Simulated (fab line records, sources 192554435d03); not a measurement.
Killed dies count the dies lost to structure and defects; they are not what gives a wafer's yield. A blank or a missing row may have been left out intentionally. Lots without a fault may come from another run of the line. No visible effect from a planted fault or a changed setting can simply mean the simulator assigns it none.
fab line records | flow n5Finfet
record lots=4 | wafers=12 | lastDay=17
route steps=1938 shown SD_EPI_P@309 SD_ACTIVATION@330 ILD0@335 SDB@347 MOL_CONTACT_COAG@538 BEOL_M4@1111 PASSIVATION@1936
lots that met no fault: from a run of the same line without faults
startH: the number of hours between the record's first day and the start of the first shown wafer of the lot | waitH: hours from the lot's prior step to this one | " unchanged from the row above | L1.1+2: several wafers, shown together as one row | - either no value or no given start | * or withheld: withheld | < > ~ a bound
route shown NAME@n: a module of which the file shows steps, and the number in the route of the first | usual: mean and standard deviation over wafers with no fault | same: alike in all rows | chamber/n: place in a boat | sites: readings site by site | _std_site: the standard deviation of these | _edge_site: inner sites' mean taken away from outer sites' mean | radiusMm: for every site, how far away it sits from the centre of the wafer | mask NAME#n: copy n | behind: tool/chamber where the wafer was last shaped | hold: why the lot was held/for how many hours/how that ended | device: which transistor (n, p or np) failed to switch | end of line: the same wafers' tests at the end of the route | step lacking rows: just its recipe | killed: count of dies lost to structure and defects at first sort (not the wafer's yield) | map: a wafer's dies, x killed, . not, _ none there
set.NAME: the setting as run; set.NAME@STEP: as run at that earlier step | model.NAME: the simulator's own value behind a step, which no gauge read
lots at selected steps of the route; one table per step, one row per wafer
services: a tool's chamber out of use, with start hour (startH, from the record's first day; less than 0 if before it), hours out, and reason
## steps
# step N5_SD_EPI_P_STRIP_38
# recipe chemistry=N2/H2 | tempC=40 | n2FlowSccm=200 | h2FlowSccm=200 | rfFrequencyHz=6e+07
# step N5_SD_EPI_P_ETCHBACK_46
# recipe chemistry=CH3F/O2 | mode=anisotropicEtchback | target=SiNx | targetDepthA=175 | stopOn=SiO2 | overEtchFrac=0.3 | ionEnergyEv=120 | pressureMtorr=30 | sourceW=395 | biasW=73 | Ar_flow_sccm=150 | CH3F_flow_sccm=30 | O2_flow_sccm=20
# step N5_SD_EPI_P_ETCH_47
# recipe chemistry=CH3F/O2 | target=SiOCN | targetDepthA=250 | maskMaterial=SOC | ionEnergyEv=60 | biasW=29 | pressureMtorr=30 | sourceW=410 | Ar_flow_sccm=150 | CH3F_flow_sccm=30 | O2_flow_sccm=20
# step N5_SD_EPI_P_ETCH_16
# recipe chemistry=CHF3/O2 | target=SiO2 | targetDepthA=50 | maskMaterial=SOC | pressureMtorr=30 | sourceW=650 | biasW=170 | Ar_flow_sccm=200 | CHF3_flow_sccm=50 | O2_flow_sccm=5 | ionEnergyEv=200
# step N5_SD_EPI_P_STRIP_50
# recipe chemistry=CHF3/O2 | resist=SiARC | rfFrequencyHz=6e+07
# step N5_SD_EPI_P_SD_RECESS_17
# recipe chemistry=HBr/Cl2/O2 | targetDepthA=391 | btTimeS=3 | pressureMtorr=10 | icpW=800 | biasW=112 | HBr_flow_sccm=150 | Cl2_flow_sccm=80 | O2_flow_sccm=12
# step N5_SD_EPI_P_WET_ETCH_45
# recipe chemistry=dHF | dilution=withheld | timeS=10.7 | target=SiO2 | targetDepthA=20 | tempC=25 | dry=ipaMarangoni | rinseTimeS=30 | rinseTempC=23
# step N5_SD_EPI_P_STRIP_40
# recipe chemistry=N2/H2 | powerW=1000 | tempC=250 | h2Frac=0.65 | overashFraction=0.3 | pressureMtorr=withheld | n2FlowSccm=1750 | h2FlowSccm=3250
# step N5_SD_EPI_P_PRECLEAN_52
# recipe chemistry=O3/DIW | timeS=60 | tempC=22 | o3Ppm=10
# step N5_SD_EPI_P_SRD_20
# recipe dry=ipaMarangoni | doPpb=5 | timeS=30 | tempC=23 | rinseLiquid=diw
# step N5_SD_EPI_P_PRECLEAN_51
# recipe chemistry=NF3:NH3 | afsCycles=1 | tempC=30 | timeS=20 | sublimationTempC=180 | sublimationTimeS=60 | pressureTorr=3 | rfPowerW=30
# step N5_SD_EPI_P_VAPOR_ETCH_44
# recipe chemistry=NF3/Ar | target=SiGe30 | tempC=25 | timeS=3.3 | mode=isotropic
# step N5_SD_EPI_P_EPI_21
# recipe material=SiGe:B | dopant=B | tempC=550 | pressureTorr=20 | ambient=H2 | timeS=355
# usual chamberPressureTorr=20.00/0.042
lot.wafer | tool        | chamber | startH | waitH | chamberPressureTorr | model.SiGe-B_of_SD_EPI_P_EPI_21.thkNm
L384.1    | epiRpcvd-04 | 0       | 66.74  | 0.1   | 20.00               | 61.6
L384.2    | "           | 0       | "      | "     | 20.04               | 61.2
L384.6    | "           | 0       | 68.54  | 1.8   | 20.03               | 61.2
L389.1    | epiRpcvd-04 | 0       | 97.06  | 0.1   | 8.24                | 43
L389.2    | "           | 0       | "      | "     | 8.19                | 43
L389.3    | "           | 0       | "      | "     | 8.24                | 43.6
L390.1    | epiRpcvd-04 | 0       | 107.50 | 0.1   | 8.32                | 43.6
L390.2    | "           | 0       | "      | "     | 8.26                | 42.6
L390.4    | "           | 0       | "      | "     | 8.21                | 43.2
L405.1    | epiRpcvd-03 | 0       | 192.46 | 0.2   | 20.05               | 61.2
L405.3    | "           | 0       | "      | "     | 20.01               | 61.4
L405.4    | "           | 0       | "      | "     | 19.95               | 61.4
# step N5_SD_EPI_P_EPI_MEAS_23
# recipe mode=xrd
# usual thkNm=61.1/1.3
lot.wafer | tool         | chamber | startH | waitH | thkNm
L384.1    | filmMetro-01 | -       | 68.94  | 1.8   | 61.2
L384.2    | "            | -       | "      | "     | 60.2
L384.6    | "            | -       | "      | "     | 61.0
L389.1    | filmMetro-02 | -       | 99.28  | 1.9   | 41.6
L389.2    | "            | -       | "      | "     | 42.2
L389.3    | "            | -       | "      | "     | 42.1
L390.1    | filmMetro-02 | -       | 109.69 | 1.8   | 43.1
L390.2    | "            | -       | "      | "     | 42.8
L390.4    | "            | -       | "      | "     | 43.2
L405.1    | filmMetro-02 | -       | 195.38 | 2.4   | 62.3
L405.3    | "            | -       | "      | "     | 62.0
L405.4    | "            | -       | "      | "     | 62.3
# step N5_SD_EPI_P_HM_STRIP_48
# recipe chemistry=H3PO4 | tempC=160 | material=SiNx | target=SiNx | targetDepthA=30 | overetchFraction=0.3
# step N5_SD_EPI_P_SRD_49
# recipe dry=ipaMarangoni | timeS=30 | tempC=23 | rinseLiquid=diw
# step N5_SD_EPI_P_PRECLEAN_24
# recipe chemistry=O3/DIW | timeS=45 | tempC=22 | o3Ppm=10
# step N5_SD_EPI_P_PRECLEAN_32
# recipe chemistry=dHF | timeS=10 | dilution=500:1 | tempC=25
# step N5_SD_EPI_P_PRECLEAN_33
# recipe chemistry=SC2 | timeS=45 | tempC=35 | mix=1:1:50
# step N5_SD_EPI_P_SRD_25
# recipe timeS=30 | tempC=23 | rinseLiquid=diw | dry=ipaMarangoni
# step N5_SD_ACTIVATION_RTA_00
# recipe tempC=975 | timeS=0 | ambient=N2 | idleTempC=600 | rampUpCPerS=150 | rampDownCPerS=60 | coolToC=600
# step N5_SD_ACTIVATION_LSA_01
# recipe tempC=1080 | timeS=0.0008 | ambient=N2
# step N5_SD_ACTIVATION_RS_MEAS_03
# recipe thkMeasGauge=four-point-probe
# usual RS_SD_N=21.90/0.3 | RS_SD_P=56.1/0.87
lot.wafer | tool         | chamber | startH | waitH | RS_SD_N[ohm/sq] | RS_SD_P[ohm/sq]
L384.1    | filmMetro-01 | -       | 69.56  | 0.2   | 22.18           | 55.1
L384.2    | "            | -       | "      | "     | 22.31           | 55.9
L384.6    | "            | -       | "      | "     | 22.11           | 55.7
L389.1    | filmMetro-02 | -       | 99.88  | 0.2   | 22.31           | 103.3
L389.2    | "            | -       | "      | "     | 22.40           | 102.1
L389.3    | "            | -       | "      | "     | 21.87           | 101.8
L390.1    | filmMetro-02 | -       | 110.30 | 0.2   | 21.76           | 100.5
L390.2    | "            | -       | "      | "     | 21.62           | 103.1
L390.4    | "            | -       | "      | "     | 21.54           | 100.3
L405.1    | filmMetro-01 | -       | 196.06 | 0.2   | 22.28           | 55.5
L405.3    | "            | -       | "      | "     | 21.53           | 55.0
L405.4    | "            | -       | "      | "     | 22.02           | 55.8
# step N5_ILD0_LINER_00
# recipe material=SiNx | targetThkA=40 | tempC=400 | aldPrecursorFamily=SiH2I2 | aldCoReactant=N2/H2-plasma | pulseTimeS=1 | purgeTimeS=2 | coReactantPurgeTimeS=2 | aldCycles=80 | pressureTorr=2
# step N5_ILD0_FCVD_FILL_01
# recipe material=SiO2_flowable | targetThkA=2000 | tempC=100 | pressureTorr=0.8 | rfW=2000 | timeS=328.3
# step N5_ILD0_CURE_02
# recipe tempC=450 | timeS=1800 | ambient=steam | idleTempC=400 | rampUpCPerMin=5 | rampDownCPerMin=3 | densificationPH2oTorr=640
# step N5_ILD0_CMP_03
# recipe stopOn=SiNx | tOverpolishS=1.9 | postCmpClean=alkalineBrush | downForcePsi=4.1491 | platenRpm=51.796 | padVelocityMS=1.0306 | targetThkNm=197.38
# step N5_ILD0_CMP_07
# recipe stopOn=poly-Si | material=SiO2_flowable | tOverpolishS=1.18 | postCmpClean=alkalineBrush | downForcePsi=4.1491 | platenRpm=51.796 | padVelocityMS=1.0306 | targetThkNm=138.88
# step N5_ILD0_PRECLEAN_10
# recipe chemistry=NF3:NH3 | afsCycles=5 | timeS=20 | tempC=30 | sublimationTempC=180 | sublimationTimeS=60 | pressureTorr=3 | rfPowerW=30
# step N5_ILD0_ALD_15
# recipe material=SiNx | targetThkA=240 | tempC=400 | aldPrecursorFamily=SiH2I2 | aldCoReactant=N2/H2-plasma | pulseTimeS=1 | aldCycles=480 | purgeTimeS=2 | coReactantPurgeTimeS=2 | pressureTorr=2
# step N5_ILD0_CMP_12
# recipe stopOn=poly-Si | material=SiNx | tOverpolishS=6 | postCmpClean=alkalineBrush | downForcePsi=2.5 | platenRpm=51.8 | padVelocityMS=1.0307 | targetThkNm=17.67
# step N5_SDB_HM_DEP_00
# recipe material=SiNx | targetThkA=400 | tempC=400 | precursor=SiH4/NH3/N2 | pressureTorr=1.5 | rfW=300 | timeS=35.3
# step N5_SDB_COAT_03
# recipe resist=SOC | tempC=250 | timeS=60 | spinRpm=1500 | resistThkNm=100
# step N5_SDB_COAT_04
# recipe resist=SiARC | tempC=220 | timeS=60 | spinRpm=1500 | resistThkNm=18
# step N5_SDB_COAT_05
# recipe resist=CAR-ArF | spinRpm=1500 | resistThkNm=90
# step N5_MOL_CONTACT_COAG_ETCH_110
# recipe chemistry=CF4/O2 | target=Si | targetDepthA=25 | timeS=8 | pressureMtorr=100 | sourceW=200 | biasW=12 | ionEnergyEv=60 | Ar_flow_sccm=100 | cf4FlowSccm=100 | O2_flow_sccm=10
# usual O2_flow_sccm=10.003/0.029 | drypumpMotorCurrentA=6.0/0.39 | oes_ar_750_au=0.79/0.096 | oesProductAu=0.78/0.093 | rfVppV=126/4.5 | showerheadPlenumPTorr=2.24/0.063 | throttleValvePct=10.74/0.21
lot.wafer | tool       | chamber | startH | waitH | O2_flow_sccm | drypumpMotorCurrentA | oes_ar_750_au | oesProductAu | rfHoursCounterH | rfVppV | showerheadPlenumPTorr | throttleValvePct | model.SiGe-B_of_SD_EPI_P_EPI_21.thkNm
L384.1    | rieDiel-04 | 1       | 98.69  | 0.0   | 9.965        | 6.6                  | 0.72          | 0.74         | 173             | 135    | 2.29                  | 10.82            | 58.8
L384.2    | "          | 0       | "      | "     | 9.992        | 6.0                  | 0.73          | 0.73         | 165             | 124    | 2.13                  | 10.61            | 58.4
L384.6    | "          | 2       | "      | "     | 9.992        | 5.5                  | 0.87          | 0.86         | -               | 127    | 2.17                  | 10.37            | 58.2
L389.1    | rieDiel-06 | 3       | 129.10 | 0.0   | 9.995        | 5.5                  | 0.79          | 0.77         | 171             | 125    | 2.22                  | 10.82            | 40.8
L389.2    | "          | 1       | "      | "     | 10.038       | 6.6                  | 0.66          | 0.66         | 244             | 128    | 2.28                  | 11.01            | 41
L389.3    | "          | 2       | "      | "     | 10.004       | 6.0                  | 0.73          | 0.71         | 226             | 122    | 2.19                  | 11.03            | 41.4
L390.1    | rieDiel-06 | 0       | 139.10 | 0.0   | 9.970        | 6.1                  | 0.95          | 0.93         | 13              | 121    | 2.35                  | 10.56            | 41.6
L390.2    | "          | 2       | "      | "     | 10.040       | 5.9                  | 0.72          | 0.72         | 229             | 121    | 2.19                  | 11.05            | 40.6
L390.4    | "          | 3       | "      | "     | 9.975        | 5.5                  | 0.79          | 0.77         | 174             | 126    | 2.21                  | 10.81            | 41
L405.1    | rieDiel-03 | 3       | 225.92 | 0.0   | 10.016       | 5.9                  | 0.74          | 0.72         | 207             | 123    | 2.19                  | 11.00            | 58.2
L405.3    | "          | 0       | "      | "     | 9.995        | 6.5                  | 0.83          | 0.86         | 48              | 134    | 2.26                  | 10.73            | 58.4
L405.4    | "          | 2       | "      | "     | 10.047       | 5.8                  | 0.90          | 0.89         | 28              | 131    | 2.27                  | 10.62            | 58.4
# step N5_BEOL_M4_RC_MEAS_101
# usual DIBL_N=37.5/1.9 | DIBL_P=37.3/2.4 | IOFF_N=0.18/0.038 | IOFF_P=0.23/0.045 | ION_N=677/11 | ION_P=464/8.1 | RC_DENSE_P=23.7/0.82 | RC_P=19.3/0.63 | REXT_P=100.4/2.2 | RS_SD_P=65.9/0.93 | SS_N=72.0/0.68 | SS_P=73.5/0.77 | VT_N=249/3.3 | VT_P=-249/3.6 | VT_P_LVT=-98/3.1
lot.wafer | tool      | chamber | startH | waitH | DIBL_N[mV/V] | DIBL_P[mV/V] | IOFF_N[nA/um] | IOFF_P[nA/um] | ION_N[uA/um] | ION_P[uA/um] | RC_DENSE_P[ohm.um] | RC_P[ohm.um] | REXT_P[ohm.um] | RS_SD_P[ohm/sq] | SS_N[mV/dec] | SS_P[mV/dec] | VT_N[mV] | VT_P[mV] | VT_P_LVT[mV]
L384.1    | prober-01 | 0       | 183.03 | 0.0   | 35.5         | 39.6         | 0.18          | 0.24          | 691          | 471          | 23.2               | 18.9         | 100.4          | 64.8            | 72.2         | 74.1         | 250      | -250     | -96
L384.2    | "         | 0       | "      | "     | 38.2         | 41.0         | 0.24          | 0.26          | 677          | 463          | 23.8               | 19.0         | 101.5          | 65.9            | 73.3         | 74.4         | 247      | -249     | -95
L384.6    | "         | 0       | "      | "     | 34.7         | 37.8         | 0.16          | 0.22          | 670          | 466          | 26.5               | 21.5         | 103.0          | 65.3            | 72.7         | 72.8         | 249      | -250     | -97
L389.1    | prober-01 | 0       | 211.75 | 0.0   | 36.8         | 34.3         | 0.16          | 0.14          | 677          | 419          | 27.7               | 22.7         | 137.5          | 117.5           | 71.8         | 73.7         | 247      | -257     | -110
L389.2    | "         | 0       | "      | "     | 35.2         | 33.2         | 0.15          | 0.14          | 684          | 433          | 28.0               | 23.0         | 137.3          | 117.6           | 70.7         | 73.0         | 247      | -259     | -109
L389.3    | "         | 0       | "      | "     | 39.6         | 37.0         | 0.23          | 0.17          | 691          | 424          | 28.2               | 23.1         | 139.2          | 117.2           | 72.8         | 73.1         | 245      | -259     | -109
L390.1    | prober-01 | 0       | 219.59 | 0.0   | 39.8         | 37.7         | 0.21          | 0.14          | 670          | 413          | 27.9               | 22.6         | 137.4          | 116.0           | 73.2         | 73.0         | 252      | -261     | -113
L390.2    | "         | 0       | "      | "     | 39.4         | 39.3         | 0.21          | 0.16          | 701          | 433          | 28.7               | 23.1         | 137.8          | 117.7           | 72.3         | 73.5         | 248      | -259     | -110
L390.4    | "         | 0       | "      | "     | 36.1         | 35.1         | 0.14          | 0.12          | 672          | 420          | 27.3               | 22.4         | 137.3          | 115.9           | 71.2         | 73.2         | 253      | -263     | -113
L405.1    | prober-02 | 0       | 307.83 | 0.0   | 38.2         | 37.7         | 0.18          | 0.24          | 672          | 461          | 24.2               | 19.6         | 97.5           | 65.5            | 71.5         | 73.0         | 250      | -248     | -97
L405.3    | "         | 0       | "      | "     | 39.7         | 39.7         | 0.22          | 0.29          | 684          | 474          | 24.7               | 20.0         | 96.7           | 65.5            | 72.2         | 74.1         | 246      | -245     | -94
L405.4    | "         | 0       | "      | "     | 36.5         | 34.3         | 0.14          | 0.19          | 650          | 451          | 24.1               | 19.5         | 97.6           | 65.1            | 71.6         | 72.7         | 254      | -252     | -101
# step N5_PASSIVATION_PROBE_49
# usual defectLimitedYield=91.2/1.5 | killed_at_M0_to_M3=31/10 | killed_at_M4_up=15/5.9 | killedAtContacts=13/6 | killedAtFrontEnd=41/11 | killedAtOther=4/3.1 | killedDies=104/18 | killedOpen=68/13 | killedShort=33/8.1 | sort_bin_5_function=5.1/1.1 | sort_bin_6_memory=3.2/0.69 | sort_bin_8_speed=0.01/0.045 | sortNPass=1076/18 | sortYieldPct=91.2/1.5
# same grossDies=1180 | killedAtBackSide=0 | sort_bin_4_leakage[%]=0
lot.wafer | tool      | chamber | startH | waitH | defectLimitedYield[%] | killed_at_M0_to_M3 | killed_at_M4_up | killedAtContacts | killedAtFrontEnd | killedAtOther | killedDies | killedOpen | killedShort | sort_bin_5_function[%] | sort_bin_6_memory[%] | sort_bin_8_speed[%] | sortNPass | sortYieldPct[%]
L384.1    | prober-02 | -       | 279.65 | 0.0   | 92.5                  | 28                 | 8               | 12               | 33               | 8             | 89         | 65         | 24          | 5.2                    | 2.2                  | 0                   | 1091      | 92.5
L384.2    | prober-02 | -       | 279.70 | 0.1   | 91.4                  | 43                 | 5               | 16               | 37               | 1             | 102        | 77         | 25          | 5.2                    | 3.1                  | 0                   | 1078      | 91.4
L384.6    | prober-02 | -       | 279.90 | 0.3   | 90.0                  | 41                 | 13              | 34               | 29               | 1             | 118        | 81         | 37          | 6.6                    | 3.1                  | 0                   | 1062      | 90.0
L389.1    | prober-02 | -       | 316.11 | 0.0   | 91.2                  | 25                 | 20              | 16               | 37               | 6             | 104        | 75         | 25          | 5.2                    | 3.6                  | 82.63               | 101       | 8.6
L389.2    | prober-02 | -       | 316.16 | 0.1   | 92.8                  | 25                 | 6               | 9                | 39               | 6             | 85         | 45         | 39          | 4.9                    | 1.9                  | 25.17               | 798       | 67.6
L389.3    | prober-02 | -       | 316.21 | 0.1   | 90.7                  | 32                 | 13              | 12               | 46               | 7             | 110        | 63         | 37          | 5.7                    | 2.6                  | 57.54               | 391       | 33.1
L390.1    | prober-02 | -       | 324.38 | 0.0   | 92.4                  | 32                 | 10              | 15               | 28               | 5             | 90         | 59         | 29          | 4.8                    | 2.4                  | 91.44               | 11        | 0.9
L390.2    | prober-02 | -       | 324.43 | 0.1   | 93.8                  | 25                 | 11              | 7                | 25               | 5             | 73         | 40         | 22          | 3.4                    | 2.0                  | 19.75               | 874       | 74.1
L390.4    | prober-02 | -       | 324.53 | 0.2   | 89.7                  | 42                 | 13              | 19               | 44               | 4             | 122        | 76         | 34          | 6.4                    | 3.1                  | 83.64               | 71        | 6.0
L405.1    | prober-01 | -       | 406.55 | 0.0   | 89.0                  | 44                 | 16              | 6                | 61               | 3             | 130        | 83         | 45          | 6.4                    | 4.3                  | 0                   | 1050      | 89.0
L405.3    | prober-01 | -       | 406.65 | 0.1   | 89.7                  | 30                 | 17              | 19               | 46               | 9             | 121        | 81         | 38          | 6.2                    | 3.6                  | 0                   | 1059      | 89.7
L405.4    | prober-01 | -       | 406.70 | 0.2   | 89.8                  | 23                 | 21              | 17               | 55               | 4             | 120        | 73         | 44          | 5.6                    | 4.1                  | 0                   | 1060      | 89.8
# killed by level:class
L384.1 STI_FIN_REVEAL:geometricParticle:open=12 MOL_CONTACT_COAG:geometricParticle:open=10 BEOL_M2:geometricParticle:open=8 BEOL_M0_SAQP:geometricParticle:open=6 DUMMY_GATE:geometricParticle:open=4 GATE_CUT:geometricParticle:short=4 BEOL_M4:geometricParticle:open=4 MIM_TOP:geometricParticle:open=4
L384.2 STI_FIN_REVEAL:geometricParticle:open=15 BEOL_M2:geometricParticle:open=13 DUMMY_GATE:geometricParticle:open=9 BEOL_M0_SAQP:geometricParticle:open=9 MOL_CONTACT_COAG:geometricParticle:open=8 MOL_CONTACT_COAG:geometricParticle:short=8 BEOL_M3:geometricParticle:open=6 BEOL_M1:geometricParticle:open=4
L384.6 MOL_CONTACT_COAG:geometricParticle:open=30 BEOL_M0_SAQP:geometricParticle:short=11 BEOL_M0_SAQP:geometricParticle:open=9 STI_FIN_REVEAL:geometricParticle:open=8 DUMMY_GATE:geometricParticle:open=6 BEOL_M2:geometricParticle:open=6 GATE_CUT:geometricParticle:short=4 MOL_CONTACT_COAG:geometricParticle:short=4
L389.1 MOL_CONTACT_COAG:geometricParticle:open=12 BEOL_M4:geometricParticle:open=9 DUMMY_GATE:geometricParticle:open=8 BEOL_M0:geometricParticle:open=7 FIN_SAQP:geometricParticle:open=6 STI_FIN_REVEAL:geometricParticle:open=5 BEOL_M1:geometricParticle:open=5 MOL_CONTACT_COAG:geometricParticle:short=4
L389.2 FIN_SAQP:geometricParticle:short=10 FIN_SAQP:geometricParticle:open=9 BEOL_M3:geometricParticle:open=9 GATE_CUT:geometricParticle:short=6 MOL_CONTACT_COAG:geometricParticle:open=6 BEOL_M0:geometricParticle:open=5 BEOL_M4:geometricParticle:short=4 STARTING-WAFER:geometricParticle:short=4
L389.3 HKMG_FIN:areaEtch=9 MOL_CONTACT_COAG:geometricParticle:open=8 BEOL_M2:geometricParticle:open=7 BEOL_M3:geometricParticle:open=6 STI_FIN_REVEAL:geometricParticle:open=5 BEOL_M0:geometricParticle:open=5 FIN_SAQP:geometricParticle:short=4 MOL_CONTACT_COAG:geometricParticle:short=4
L390.1 MOL_CONTACT_COAG:geometricParticle:open=9 BEOL_M2:geometricParticle:open=9 FIN_SAQP:geometricParticle:open=7 MOL_CONTACT_COAG:geometricParticle:short=6 BEOL_M3:geometricParticle:open=6 BEOL_M0_SAQP:geometricParticle:open=5 BEOL_M0_SAQP:geometricParticle:short=4 BEOL_M2:geometricParticle:short=4
L390.2 HKMG_FIN:areaEtch=8 MOL_CONTACT_COAG:geometricParticle:open=7 BEOL_M2:geometricParticle:open=6 BEOL_M3:geometricParticle:open=6 FIN_SAQP:geometricParticle:open=4 FIN_SAQP:geometricParticle:short=4 BEOL_M4:geometricParticle:open=4 BEOL_M0_SAQP:geometricParticle:open=3
L390.4 BEOL_M2:geometricParticle:open=14 MOL_CONTACT_COAG:geometricParticle:open=13 FIN_SAQP:geometricParticle:open=11 BEOL_M0_SAQP:geometricParticle:open=10 HKMG_FIN:areaEtch=9 BEOL_M3:geometricParticle:open=7 MOL_CONTACT_COAG:geometricParticle:short=6 STARTING-WAFER:geometricParticle:short=6
L405.1 STI_FIN_REVEAL:geometricParticle:open=15 BEOL_M0_SAQP:geometricParticle:short=11 BEOL_M3:geometricParticle:open=11 GATE_CUT:geometricParticle:open=9 BEOL_M0_SAQP:geometricParticle:open=8 FIN_SAQP:geometricParticle:short=7 BEOL_M4:geometricParticle:open=7 DUMMY_GATE:geometricParticle:open=6
L405.3 MOL_CONTACT_COAG:geometricParticle:open=15 BEOL_M1:geometricParticle:open=7 GATE_CUT:geometricParticle:open=7 DUMMY_GATE:geometricParticle:open=6 GATE_CUT:geometricParticle:short=6 BEOL_M3:geometricParticle:open=6 STARTING-WAFER:geometricParticle:short=6 FIN_SAQP:geometricParticle:open=5
L405.4 FIN_SAQP:geometricParticle:open=12 BEOL_M4:geometricParticle:open=11 FIN_SAQP:geometricParticle:short=9 MOL_CONTACT_COAG:geometricParticle:open=9 GATE_CUT:geometricParticle:open=8 GATE_CUT:geometricParticle:short=8 STI_FIN_REVEAL:geometricParticle:open=6 MOL_CONTACT_COAG:geometricParticle:short=6
# map L389.3 (x killed, . not)
_________________..........x.________________
______________.........x.....x.._____________
___________........................__________
__________x.....x.....x.........x..._________
________.........x...............x...._______
_______........x..x................x...______
______.................................._____
_____.............x......................____
____................x.....................___
___.x..........x..x...xx..x...x............__
___.............................x........x.__
__...x.............x........................_
__.......x...x.............................._
_..x.......x.......x...xx..x..........x....xx
_..x...........x............x..x.............
_....x............x..........x............x..
_....x.............x.x..x......x.x...........
_....xx.............x.....x..x........x......
_.......x..x.x........x.......x.....xx.......
_..............x.x............x........x.....
_....x..x........xx...xx.......x.......xx....
__x.........................x..............._
__.x.....x............x...xx..x.......x...x._
___..............................xx.....x.x__
___..x.......xx............................__
____.......x........x.....................___
_____........x...........................____
______.x..............x.......x.....x..._____
_______.........x...........xx.........______
________...................x.....x...._______
__________.........................x_________
___________.....x....xx............__________
______________.................x_____________
_________________............________________
# map L390.4 (x killed, . not)
_________________........x..x________________
______________..x..x............_____________
___________..........x.............__________
__________........x........x...x...._________
________.x........x..x................_______
_______....................x...........______
______.xx....x..........xx.............._____
_____...........x............xx.........x____
____...x.......x.....x............x.......___
___...................x...................x__
___..x.............x..........xx...........__
__.........x..x.x................x.x........_
__..x......x.x.......................x......_
_...................x...........xx.....x.....
_....x..........x....x.......x...............
_.......x.............x.....xxx.......x.....x
_.x....x.........x.......x............x......
_.........................x..x..xx...........
_.x...x.....................x.x..x......x....
_x.............x.............................
_...............................x.x.x........
__..x.x.........x.............x.x...x......._
__.........................................._
___.................x..x.........xx.x.....x__
___.........x..............xx.........x.x..__
____..........x............x..............___
_____.......x.......x.........xx..x......____
______.........x..........x......x..x..._____
_______.x.........x....................______
________.x.x...x.........x.x...x....x._______
__________.................xx......._________
___________...x....x...x..x........__________
______________.......x.....x...._____________
_________________....x....x..________________
## services
tool        | chamber | startH | hours | kind
rieDiel-06  | 2       | 47.65  | 6.2   | repair
rieDiel-04  | 2       | 58.10  | 1.9   | repair
rieDiel-04  | 1       | 71.78  | 3.2   | repair
epiRpcvd-03 | -       | 77.14  | 14.6  | pm
rieDiel-06  | 0       | 77.14  | -     | clean
rieDiel-06  | 0       | 77.14  | -     | consumableReplace:esc
rieDiel-06  | 0       | 77.14  | -     | consumableReplace:focusRing
rieDiel-06  | 0       | 77.14  | -     | consumableReplace:showerhead
rieDiel-06  | 0       | 77.14  | 23.0  | scheduledDown
rieDiel-06  | 0       | 77.14  | 23.0  | ventCycle
epiRpcvd-04 | -       | 86.82  | 1.1   | repair
rieDiel-06  | 1       | 100.93 | 9.5   | repair
rieDiel-03  | 2       | 117.19 | 15.1  | repair
rieDiel-06  | 1       | 145.99 | -     | clean
rieDiel-06  | 1       | 145.99 | -     | consumableReplace:focusRing
rieDiel-06  | 1       | 145.99 | 13.5  | scheduledDown
rieDiel-06  | 1       | 145.99 | 13.5  | ventCycle
epiRpcvd-04 | -       | 153.12 | 8.1   | pm
epiRpcvd-04 | -       | 194.14 | 0.6   | repair
rieDiel-03  | 1       | 203.54 | 3.0   | repair
epiRpcvd-03 | -       | 204.87 | 0.7   | repair
epiRpcvd-04 | -       | 208.66 | 0.5   | repair
epiRpcvd-04 | -       | 219.71 | 0.7   | repair
rieDiel-06  | -       | 225.12 | 1.1   | repair
## key
firstSign step=N5_SD_EPI_P_EPI_21 | reading=chamberPressureTorr | direction=down | sigmas=99+ | usual=20.00 | struck=8.24
effect step=N5_SD_EPI_P_EPI_MEAS_23 | reading=thkNm | direction=down | sigmas=15 | usual=* | struck=*
effect step=N5_SD_ACTIVATION_RS_MEAS_03 | reading=RS_SD_P | direction=up | sigmas=52 | usual=56.1 | struck=101.8
effect step=N5_BEOL_M4_RC_MEAS_101 | reading=RS_SD_P | direction=up | sigmas=55 | usual=65.9 | struck=117.0
effect step=N5_BEOL_M4_RC_MEAS_101 | reading=REXT_P | direction=up | sigmas=17 | usual=100.4 | struck=137.8
effect step=N5_BEOL_M4_RC_MEAS_101 | reading=RC_P | direction=up | sigmas=5.5 | usual=19.3 | struck=22.8
effect step=N5_BEOL_M4_RC_MEAS_101 | reading=RC_DENSE_P | direction=up | sigmas=5.2 | usual=23.7 | struck=28.0
effect step=N5_BEOL_M4_RC_MEAS_101 | reading=ION_P | direction=down | sigmas=4.9 | usual=464 | struck=424
effect step=N5_BEOL_M4_RC_MEAS_101 | reading=VT_P_LVT | direction=down | sigmas=4 | usual=-98 | struck=-111
effect step=N5_BEOL_M4_RC_MEAS_101 | reading=VT_P | direction=down | sigmas=2.9 | usual=-249 | struck=-260
effect step=N5_BEOL_M4_RC_MEAS_101 | reading=IOFF_P | direction=down | sigmas=1.9 | usual=0.23 | struck=0.14 | wafersMoved=5
effect step=N5_PASSIVATION_PROBE_49 | reading=sort_bin_8_speed | direction=up | sigmas=99+ | usual=0.01 | struck=60.03
modelEffect step=N5_SD_EPI_P_EPI_21 | value=SiGe-B_of_SD_EPI_P_EPI_21.thkNm | without=61.47 | struck=43.17
modelEffect step=N5_MOL_CONTACT_COAG_ETCH_110 | value=SiGe-B_of_SD_EPI_P_EPI_21.thkNm | without=58.53 | struck=41.07
metAt N5_SD_EPI_P_EPI_21
struckWafers L389.1,L389.2,L389.3,L390.1,L390.2,L390.4
onsetBetween 66.74 97.06
fault kind=processParameterDrift | tool=epiRpcvd-04 | chamber=- | onsetH=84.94 | steps=N5_SD_EPI_P_EPI_21 | channel=pressureTorr | offset=-11.732 | shape=step | endH=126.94 | actsIn=theseRecipesOnly | stated=20
